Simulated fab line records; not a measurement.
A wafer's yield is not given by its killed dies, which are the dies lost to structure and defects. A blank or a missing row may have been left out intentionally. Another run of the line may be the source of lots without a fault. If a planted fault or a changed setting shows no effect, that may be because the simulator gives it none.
What tool caused it?	flow n5_finfet	69 wafers from 23 lots sampled at 6 of the route's 1938 steps

== WHAT EACH GAUGE READ, for each wafer ==
Not one reading of a measure or inspect step in the record can be checked against a usual standard deviation.

== EACH LOT AND THE TOOL THAT RAN IT (in order: tool; ch and the chambers of the sampled wafers; start) ==
lot	N5_BEOL_M2_ETCH_70	N5_BEOL_M2_VIA_ETCH_34	N5_BEOL_M2_SPUTTER_86	N5_BEOL_M2_SPUTTER_88	N5_BEOL_M2_ANNEAL_51	N5_BEOL_M3_HM_OPEN_17
L074	rie_diel-02 ch 0,2,3, day 6 23:43	rie_diel-02 ch 0,2,3, day 6 23:49	pvd_sputter-03, day 7 02:05	pvd_sputter-03, day 7 02:18	rtp_anneal-02 ch 0, day 7 03:23	rie_metal-02 ch 0,1, day 7 05:32
L075	rie_diel-05 ch 0,2,3, day 6 23:59	rie_diel-05 ch 0,2,3, day 7 00:05	pvd_sputter-02, day 7 02:27	pvd_sputter-02, day 7 02:40	rtp_anneal-01 ch 0, day 7 03:50	rie_metal-03 ch 0,1, day 7 08:06
L076	rie_diel-02 ch 0,1,3, day 7 06:28	rie_diel-02 ch 0,1,3, day 7 06:34	pvd_sputter-01, day 7 08:45	pvd_sputter-01, day 7 08:58	rtp_anneal-02 ch 0, day 7 10:23	rie_metal-01 ch 1, day 7 12:41
L077	rie_diel-05 ch 1,2,3, day 7 06:30	rie_diel-05 ch 1,2,3, day 7 06:36	pvd_sputter-02, day 7 09:14	pvd_sputter-02, day 7 09:27	rtp_anneal-02 ch 0, day 7 10:43	rie_metal-02 ch 0,1, day 7 15:07
L078	rie_diel-05 ch 0,2, day 7 14:08	rie_diel-05 ch 0,2, day 7 14:14	pvd_sputter-03, day 7 16:19	pvd_sputter-03, day 7 16:32	rtp_anneal-01 ch 0, day 7 17:40	rie_metal-02 ch 0,1, day 7 21:59
L079	rie_diel-05 ch 0,3, day 7 21:59	rie_diel-05 ch 0,3, day 7 22:05	pvd_sputter-01, day 8 02:10	pvd_sputter-01, day 8 02:23	rtp_anneal-02 ch 0, day 8 03:30	rie_metal-02 ch 0,1, day 8 06:02
L080	rie_diel-05 ch 0,3, day 8 07:05	rie_diel-05 ch 0,3, day 8 07:11	pvd_sputter-01, day 8 09:37	pvd_sputter-01, day 8 09:50	rtp_anneal-01 ch 0, day 8 10:58	rie_metal-03 ch 0,1, day 8 14:52
L081	rie_diel-04 ch 1,3, day 8 10:21	rie_diel-04 ch 1,3, day 8 10:27	pvd_sputter-02, day 8 12:43	pvd_sputter-02, day 8 12:56	rtp_anneal-01 ch 0, day 8 14:08	rie_metal-01 ch 0,1, day 8 20:04
L082	rie_diel-04 ch 1,3, day 8 19:15	rie_diel-04 ch 1,3, day 8 19:21	pvd_sputter-01, day 8 22:58	pvd_sputter-01, day 8 23:11	rtp_anneal-02 ch 0, day 9 00:19	rie_metal-03 ch 0,1, day 9 03:39
L083	rie_diel-02 ch 0,2, day 8 23:05	rie_diel-02 ch 0,2, day 8 23:11	pvd_sputter-01, day 9 01:11	pvd_sputter-01, day 9 01:24	rtp_anneal-02 ch 0, day 9 02:47	rie_metal-03 ch 0,1, day 9 05:03
L084	rie_diel-04 ch 0,1,2, day 9 09:49	rie_diel-04 ch 0,1,2, day 9 09:56	pvd_sputter-02, day 9 12:15	pvd_sputter-02, day 9 12:28	rtp_anneal-02 ch 0, day 9 13:35	rie_metal-02 ch 0,1, day 9 17:42
L085	rie_diel-04 ch 1,2,3, day 9 13:10	rie_diel-04 ch 1,2,3, day 9 13:17	pvd_sputter-02, day 9 15:22	pvd_sputter-02, day 9 15:35	rtp_anneal-02 ch 0, day 9 16:43	rie_metal-03 ch 0,1, day 9 19:25
L086	rie_diel-02 ch 0,1,2, day 9 23:37	rie_diel-02 ch 0,1,2, day 9 23:43	pvd_sputter-02, day 10 02:26	pvd_sputter-02, day 10 02:39	rtp_anneal-01 ch 0, day 10 03:50	rie_metal-01 ch 0,1, day 10 07:36
L088	rie_diel-02 ch 1,2,3, day 10 03:19	rie_diel-02 ch 1,2,3, day 10 03:25	pvd_sputter-03, day 10 05:55	pvd_sputter-03, day 10 06:08	rtp_anneal-01 ch 0, day 10 07:12	rie_metal-03 ch 0,1, day 10 09:53
L087	rie_diel-04 ch 1,2,3, day 10 03:21	rie_diel-04 ch 1,2,3, day 10 03:28	pvd_sputter-01, day 10 07:04	pvd_sputter-01, day 10 07:17	rtp_anneal-02 ch 0, day 10 08:34	rie_metal-03 ch 1, day 10 10:47
L089	rie_diel-02 ch 1,2,3, day 10 18:42	rie_diel-02 ch 1,2,3, day 10 18:49	pvd_sputter-03, day 10 20:57	pvd_sputter-03, day 10 21:10	rtp_anneal-01 ch 0, day 10 22:20	rie_metal-01 ch 0,1, day 11 01:04
L090	rie_diel-05 ch 2,3, day 10 18:50	rie_diel-05 ch 2,3, day 10 18:57	pvd_sputter-02, day 10 21:01	pvd_sputter-02, day 10 21:14	rtp_anneal-02 ch 0, day 10 22:24	rie_metal-01 ch 0,1, day 11 02:49
L091	rie_diel-02 ch 0,1,3, day 11 04:15	rie_diel-02 ch 0,1,3, day 11 04:21	pvd_sputter-03, day 11 07:45	pvd_sputter-03, day 11 07:58	rtp_anneal-02 ch 0, day 11 09:03	rie_metal-03 ch 0,1, day 11 11:14
L092	rie_diel-02 ch 0,1,3, day 11 09:32	rie_diel-02 ch 0,1,3, day 11 09:39	pvd_sputter-03, day 11 11:50	pvd_sputter-03, day 11 12:03	rtp_anneal-01 ch 0, day 11 13:16	rie_metal-03 ch 0,1, day 11 17:59
L093	rie_diel-02 ch 0,1,2, day 11 12:23	rie_diel-02 ch 0,1,2, day 11 12:29	pvd_sputter-02, day 11 14:22	pvd_sputter-02, day 11 14:35	rtp_anneal-01 ch 0, day 11 15:40	rie_metal-02 ch 1, day 11 18:18
L094	rie_diel-04 ch 0,2,3, day 11 17:13	rie_diel-04 ch 0,2,3, day 11 17:20	pvd_sputter-02, day 11 20:43	pvd_sputter-02, day 11 20:56	rtp_anneal-02 ch 0, day 11 22:01	rie_metal-01 ch 0,1, day 12 00:09
L095	rie_diel-05 ch 1,2,3, day 12 03:52	rie_diel-05 ch 1,2,3, day 12 03:58	pvd_sputter-03, day 12 06:28	pvd_sputter-03, day 12 06:41	rtp_anneal-02 ch 0, day 12 08:08	rie_metal-01 ch 0,1, day 12 11:50
L097	rie_diel-04 ch 1,2,3, day 12 21:40	rie_diel-04 ch 1,2,3, day 12 21:45	pvd_sputter-01, day 13 00:08	pvd_sputter-01, day 13 00:22	rtp_anneal-02 ch 0, day 13 01:34	rie_metal-02 ch 0,1, day 13 04:59
- N5_BEOL_M2_ETCH_70: etches SOC in N2/H2, target depth 80 nm, overetch 24 nm, time 130 s.
- N5_BEOL_M2_VIA_ETCH_34: etches the open film in C4F6/O2, target depth 69.4 nm, time 65.9 s.
- N5_BEOL_M2_SPUTTER_86: material Cu, target thk 4.5 nm, time 8.29 s.
- N5_BEOL_M2_SPUTTER_88: material Cu, target thk 4.5 nm, time 8.29 s.
- N5_BEOL_M2_ANNEAL_51: time 90 s.
- N5_BEOL_M3_HM_OPEN_17: chemistry Cl2/BCl3, target TiN, target depth 20 nm, overetch 6 nm.

== WHAT THE TOOLS THEMSELVES READ (means of the sampled wafers that have a number; where no wafer has one, the mark that the record gives instead) ==
N5_BEOL_M2_ETCH_70.
lot	tool	chamber_pressure_mTorr (mTorr)	drypump_motor_current_A (A)	h2_flow_sccm (sccm)	oes_product_au (a.u.)	rf_vpp_V (V)	showerhead_plenum_p_Torr (Torr)	throttle_valve_pct (%)
L074	rie_diel-02	30.003	5.9	199.8	0.60	524.3	2.57	17.70
L075	rie_diel-05	29.985	5.7	200.0	0.59	524.2	2.56	17.92
L076	rie_diel-02	30.000	6.0	199.4	0.56	522.2	2.46	17.68
L077	rie_diel-05	29.988	5.8	200.3	0.60	523.2	2.53	17.77
L078	rie_diel-05	29.988	5.7	201.1	0.56	525.6	2.61	17.84
L079	rie_diel-05	29.998	5.7	200.7	0.63	523.7	2.55	17.95
L080	rie_diel-05	30.006	5.7	200.5	0.60	525.8	2.60	17.88
L081	rie_diel-04	30.010	5.5	199.6	0.61	523.1	2.51	17.90
L082	rie_diel-04	30.007	5.3	200.5	0.61	523.9	2.55	17.86
L083	rie_diel-02	29.994	6.4	200.8	0.56	523.2	2.50	17.63
L084	rie_diel-04	29.972	5.6	200.6	0.58	522.7	2.49	17.77
L085	rie_diel-04	29.992	5.6	199.9	0.61	523.9	2.54	17.74
L086	rie_diel-02	30.001	6.1	199.3	0.56	522.4	2.50	17.71
L088	rie_diel-02	29.986	5.6	200.3	0.59	524.5	2.55	17.81
L087	rie_diel-04	30.019	5.6	199.8	0.61	523.4	2.54	17.75
L089	rie_diel-02	30.019	5.6	200.8	0.58	524.2	2.55	17.83
L090	rie_diel-05	29.969	5.7	200.9	0.65	522.0	2.49	17.71
L091	rie_diel-02	30.004	6.0	199.8	0.61	523.4	2.56	17.61
L092	rie_diel-02	30.006	6.0	200.0	0.60	524.0	2.56	17.61
L093	rie_diel-02	30.022	6.1	200.2	0.61	526.2	2.60	17.60
L094	rie_diel-04	29.993	5.3	199.5	0.58	522.8	2.52	17.76
L095	rie_diel-05	29.931	5.8	199.6	0.62	522.4	2.51	17.69
L097	rie_diel-04	29.989	5.6	200.0	0.59	524.2	2.53	17.79

N5_BEOL_M2_VIA_ETCH_34.
lot	tool	chamber_pressure_mTorr (mTorr)	drypump_motor_current_A (A)	oes_product_au (a.u.)	rf_vpp_V (V)	showerhead_plenum_p_Torr (Torr)	throttle_valve_pct (%)
L074	rie_diel-02	14.993	5.9	0.82	673	2.87	30.65
L075	rie_diel-05	14.990	5.7	0.80	666	2.85	30.84
L076	rie_diel-02	15.010	6.0	0.75	668	2.77	30.60
L077	rie_diel-05	14.994	5.8	0.82	662	2.82	30.65
L078	rie_diel-05	15.013	5.7	0.76	668	2.91	30.84
L079	rie_diel-05	15.005	5.7	0.85	668	2.84	30.87
L080	rie_diel-05	15.004	5.7	0.81	671	2.90	30.86
L081	rie_diel-04	14.992	5.6	0.83	664	2.80	30.73
L082	rie_diel-04	14.998	5.3	0.83	661	2.83	30.69
L083	rie_diel-02	14.997	6.4	0.75	671	2.80	30.53
L084	rie_diel-04	15.013	5.7	0.79	665	2.77	30.56
L085	rie_diel-04	14.995	5.6	0.84	664	2.83	30.59
L086	rie_diel-02	15.004	6.1	0.75	669	2.80	30.68
L088	rie_diel-02	15.006	5.6	0.80	669	2.87	30.84
L087	rie_diel-04	15.002	5.6	0.84	663	2.83	30.59
L089	rie_diel-02	14.995	5.6	0.79	670	2.86	30.84
L090	rie_diel-05	14.974	5.8	0.89	667	2.78	30.66
L091	rie_diel-02	14.996	6.0	0.82	672	2.87	30.58
L092	rie_diel-02	15.016	6.0	0.81	672	2.87	30.58
L093	rie_diel-02	15.006	6.1	0.84	672	2.91	30.64
L094	rie_diel-04	15.000	5.4	0.79	662	2.80	30.55
L095	rie_diel-05	15.003	5.8	0.83	666	2.80	30.57
L097	rie_diel-04	14.989	5.6	0.81	664	2.82	30.62

N5_BEOL_M2_SPUTTER_86.
lot	tool	chuck_gas_flow_sccm (sccm)	throttle_valve_pct (%)
L074	pvd_sputter-03	1.27	29.7
L075	pvd_sputter-02	1.30	31.7
L076	pvd_sputter-01	1.31	30.5
L077	pvd_sputter-02	1.22	31.5
L078	pvd_sputter-03	1.28	29.2
L079	pvd_sputter-01	1.31	30.4
L080	pvd_sputter-01	1.22	29.9
L081	pvd_sputter-02	1.25	31.2
L082	pvd_sputter-01	1.26	30.3
L083	pvd_sputter-01	1.22	29.8
L084	pvd_sputter-02	1.28	31.4
L085	pvd_sputter-02	1.27	31.0
L086	pvd_sputter-02	1.22	31.4
L088	pvd_sputter-03	1.20	28.9
L087	pvd_sputter-01	1.26	30.5
L089	pvd_sputter-03	1.28	29.0
L090	pvd_sputter-02	1.24	31.0
L091	pvd_sputter-03	1.33	29.2
L092	pvd_sputter-03	1.28	29.7
L093	pvd_sputter-02	1.25	31.5
L094	pvd_sputter-02	1.28	31.0
L095	pvd_sputter-03	1.32	29.8
L097	pvd_sputter-01	1.25	29.7

N5_BEOL_M2_SPUTTER_88.
lot	tool	chuck_gas_flow_sccm (sccm)	throttle_valve_pct (%)
L074	pvd_sputter-03	1.30	29.5
L075	pvd_sputter-02	1.25	31.5
L076	pvd_sputter-01	1.27	30.4
L077	pvd_sputter-02	1.29	31.3
L078	pvd_sputter-03	1.21	29.1
L079	pvd_sputter-01	1.21	30.4
L080	pvd_sputter-01	1.28	30.0
L081	pvd_sputter-02	1.23	31.3
L082	pvd_sputter-01	1.23	30.4
L083	pvd_sputter-01	1.26	29.9
L084	pvd_sputter-02	1.23	31.3
L085	pvd_sputter-02	1.25	30.9
L086	pvd_sputter-02	1.19	31.4
L088	pvd_sputter-03	1.23	28.8
L087	pvd_sputter-01	1.24	30.3
L089	pvd_sputter-03	1.31	28.9
L090	pvd_sputter-02	1.25	31.1
L091	pvd_sputter-03	1.32	29.1
L092	pvd_sputter-03	1.29	29.7
L093	pvd_sputter-02	1.26	31.4
L094	pvd_sputter-02	1.27	31.0
L095	pvd_sputter-03	1.35	30.0
L097	pvd_sputter-01	1.27	29.8

N5_BEOL_M2_ANNEAL_51.
lot	tool	wafer_temp_C_max
L074	rtp_anneal-02	226.23
L075	rtp_anneal-01	226.37
L076	rtp_anneal-02	226.03
L077	rtp_anneal-02	225.91
L078	rtp_anneal-01	226.51
L079	rtp_anneal-02	226.10
L080	rtp_anneal-01	226.20
L081	rtp_anneal-01	226.29
L082	rtp_anneal-02	226.18
L083	rtp_anneal-02	226.20
L084	rtp_anneal-02	226.28
L085	rtp_anneal-02	225.88
L086	rtp_anneal-01	226.07
L088	rtp_anneal-01	226.21
L087	rtp_anneal-02	226.41
L089	rtp_anneal-01	226.36
L090	rtp_anneal-02	226.33
L091	rtp_anneal-02	226.05
L092	rtp_anneal-01	226.04
L093	rtp_anneal-01	226.48
L094	rtp_anneal-02	226.13
L095	rtp_anneal-02	226.27
L097	rtp_anneal-02	226.03

N5_BEOL_M3_HM_OPEN_17.
lot	tool	chamber_pressure_mTorr (mTorr)	drypump_motor_current_A (A)	oes_product_au (a.u.)	throttle_valve_pct (%)
L074	rie_metal-02	10.000	5.4	0.62	22.40
L075	rie_metal-03	10.002	5.5	0.70	22.08
L076	rie_metal-01	10.001	6.0	0.50	22.31
L077	rie_metal-02	9.999	5.2	0.58	22.45
L078	rie_metal-02	10.002	5.2	0.57	22.47
L079	rie_metal-02	10.003	5.4	0.62	22.40
L080	rie_metal-03	10.003	5.5	0.69	22.08
L081	rie_metal-01	9.996	5.8	0.81	21.92
L082	rie_metal-03	9.997	6.0	0.71	22.00
L083	rie_metal-03	9.997	5.5	0.69	22.08
L084	rie_metal-02	10.004	5.4	0.61	22.41
L085	rie_metal-03	9.996	6.0	0.71	21.99
L086	rie_metal-01	9.995	5.6	0.77	21.82
L088	rie_metal-03	9.990	5.5	0.68	22.08
L087	rie_metal-03	10.004	5.1	0.66	22.18
L089	rie_metal-01	10.000	5.7	0.76	21.82
L090	rie_metal-01	9.993	5.7	0.76	21.83
L091	rie_metal-03	10.009	5.5	0.67	22.08
L092	rie_metal-03	10.004	6.0	0.69	22.01
L093	rie_metal-02	9.993	5.7	0.64	22.38
L094	rie_metal-01	9.994	5.7	0.76	21.83
L095	rie_metal-01	10.003	5.8	0.76	21.93
L097	rie_metal-02	10.003	5.4	0.69	22.35

== THE ANSWER, worked out from the rows above alone ==
Rule: the lots themselves supply what counts as usual. The widest of any qualifying gaps counts: lots, ordered by their means at a reading, are off when they make up no more than a third of the lots, leave a main group of 4 or more, and stand apart from it by 3 or more times the standard deviation of that group's means. Not used: any main group whose means are identical at the precision the tables above print for the reading. Also off: a lot with no number at a reading for which 4 or more lots have one. The other lots that the step has rows for count as sound. After the gauges, taken in route order, come the tools' own readings; for these a lot's mean is taken, as printed above. At the first step where some lot is off, the reading lying furthest off is the one used; lots without a number count as furthest.
No lot is off at any reading shown: from this, nothing can be told.

== WHAT THE SIMULATOR PUT IN ==
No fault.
